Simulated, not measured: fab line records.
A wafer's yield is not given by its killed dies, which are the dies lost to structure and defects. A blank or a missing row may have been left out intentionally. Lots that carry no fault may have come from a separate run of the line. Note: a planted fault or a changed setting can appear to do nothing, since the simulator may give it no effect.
Which tool is to blame?    flow n5_finfet    10 lots, 30 wafers sampled, at 6 steps of a route of 1938

== WHAT THE GAUGES SHOWED, per wafer ==
N5_FIN_CUT_INSPECT_17: inspects for defects (brightfield).
lot   measured     on                 raw_defect_count
L075  day 2 10:43  defect_inspect-01  174 290 213
L079  day 3 14:37  defect_inspect-01  180 312 273
L081  day 3 23:20  defect_inspect-01  192 155 172
L083  day 4 10:51  defect_inspect-02  247 131 257
L085  day 5 00:38  defect_inspect-02  223 353 273
L087  day 5 11:45  defect_inspect-02  298 306 212
L090  day 6 04:04  defect_inspect-01  339 338 299
L093  day 6 22:16  defect_inspect-01  271 336 319
L095  day 7 09:37  defect_inspect-01  166 247 321
L097  day 7 21:59  defect_inspect-02  243 185 225

== EACH LOT AND THE TOOL THAT RAN IT (in order: tool; ch and the chambers of the sampled wafers; start) ==
lot   N5_FIN_SAQP_ALD_61                N5_FIN_SAQP_ETCH_57                N5_FIN_SAQP_ETCH_34                N5_FIN_CUT_CUT_ETCH_26             N5_FIN_CUT_CUT_ETCH_27
L075  ald_sin-02 ch 0,3, day 2 03:45    rie_diel-04 ch 0,1, day 2 07:14    rie_diel-04 ch 2,3, day 2 08:55    rie_diel-03 ch 0,1,3, day 2 10:15  rie_diel-03 ch 0,1,3, day 2 10:17
L079  ald_sin-02 ch 0,1,2, day 3 05:34  rie_diel-01 ch 0,3, day 3 09:59    rie_diel-01 ch 1,2, day 3 12:39    rie_diel-05 ch 0,1,2, day 3 14:07  rie_diel-05 ch 0,1,2, day 3 14:09
L081  ald_sin-03 ch 0,2, day 3 15:41    rie_diel-01 ch 1,2, day 3 19:26    rie_diel-06 ch 0,1,3, day 3 21:25  rie_diel-02 ch 0,2,3, day 3 22:52  rie_diel-02 ch 0,2,3, day 3 22:55
L083  ald_sin-03 ch 0,3, day 4 03:38    rie_diel-04 ch 0,1,2, day 4 07:11  rie_diel-04 ch 1,2,3, day 4 09:03  rie_diel-02 ch 0,1,3, day 4 10:22  rie_diel-02 ch 0,1,3, day 4 10:25
L085  ald_sin-02 ch 0,2,3, day 4 14:22  rie_diel-01 ch 0,1, day 4 19:17    rie_diel-01 ch 0,3, day 4 22:20    rie_diel-02 ch 1,2,3, day 4 23:41  rie_diel-02 ch 1,2,3, day 4 23:43
L087  ald_sin-03 ch 0,1, day 5 04:26    rie_diel-04 ch 1,2,3, day 5 07:45  rie_diel-04 ch 0,1, day 5 09:46    rie_diel-03 ch 2,3, day 5 11:13    rie_diel-03 ch 2,3, day 5 11:16
L090  ald_sin-04 ch 0,1,2, day 5 20:36  rie_diel-04 ch 2,3, day 6 00:30    rie_diel-06 ch 0,3, day 6 02:07    rie_diel-02 ch 0,1,2, day 6 03:35  rie_diel-02 ch 0,1,2, day 6 03:38
L093  ald_sin-02 ch 2,3, day 6 14:20    rie_diel-01 ch 2,3, day 6 18:14    rie_diel-06 ch 0,1, day 6 20:05    rie_diel-03 ch 0,3, day 6 21:46    rie_diel-03 ch 0,3, day 6 21:49
L095  ald_sin-02 ch 1,2,3, day 7 02:19  rie_diel-06 ch 1,3, day 7 05:39    rie_diel-04 ch 0,2,3, day 7 07:26  rie_diel-05 ch 0,2, day 7 08:57    rie_diel-05 ch 0,2, day 7 09:00
L097  ald_sin-02 ch 2,3, day 7 14:28    rie_diel-04 ch 0,2, day 7 18:16    rie_diel-06 ch 1,3, day 7 20:02    rie_diel-05 ch 0,1,2, day 7 21:29  rie_diel-05 ch 0,1,2, day 7 21:32
- N5_FIN_SAQP_ALD_61: deposits SiO2, target thk 4 nm, pulse time 1 s, purge time 2 s.
- N5_FIN_SAQP_ETCH_57: etches SiNx in CH3F/O2, target depth 32.5 nm, time 46.4 s.
- N5_FIN_SAQP_ETCH_34: etches SiO2 in C4F6/O2, target depth 45 nm, time 15 s.
- N5_FIN_CUT_CUT_ETCH_26: etches SiNx in CH3F/O2, target depth 39 nm, time 55.7 s.
- N5_FIN_CUT_CUT_ETCH_27: etches SiO2 in CHF3/O2, target depth 4 nm, overetch 2 nm, time 4.9 s.

== THE ANSWER, worked out from the rows above alone ==
Rule: what is usual is taken from the lots themselves. Put in order of their means at a reading, lots are off if they are a third of the lots or fewer, leave a main group of 4 or more, and stand apart from it by a gap of 3 or more times the standard deviation of the main group's means; of several such gaps the widest counts. The tables above print the reading to a certain number of digits; a main group whose means all agree to those digits is not used. Also off: a lot with no number at a reading for which 4 or more lots have one. All remaining lots with rows at the step are treated as sound.
Across all readings shown, no lot is off: no conclusion can be drawn from this.

== WHAT THE SIMULATOR HAD INSERTED ==
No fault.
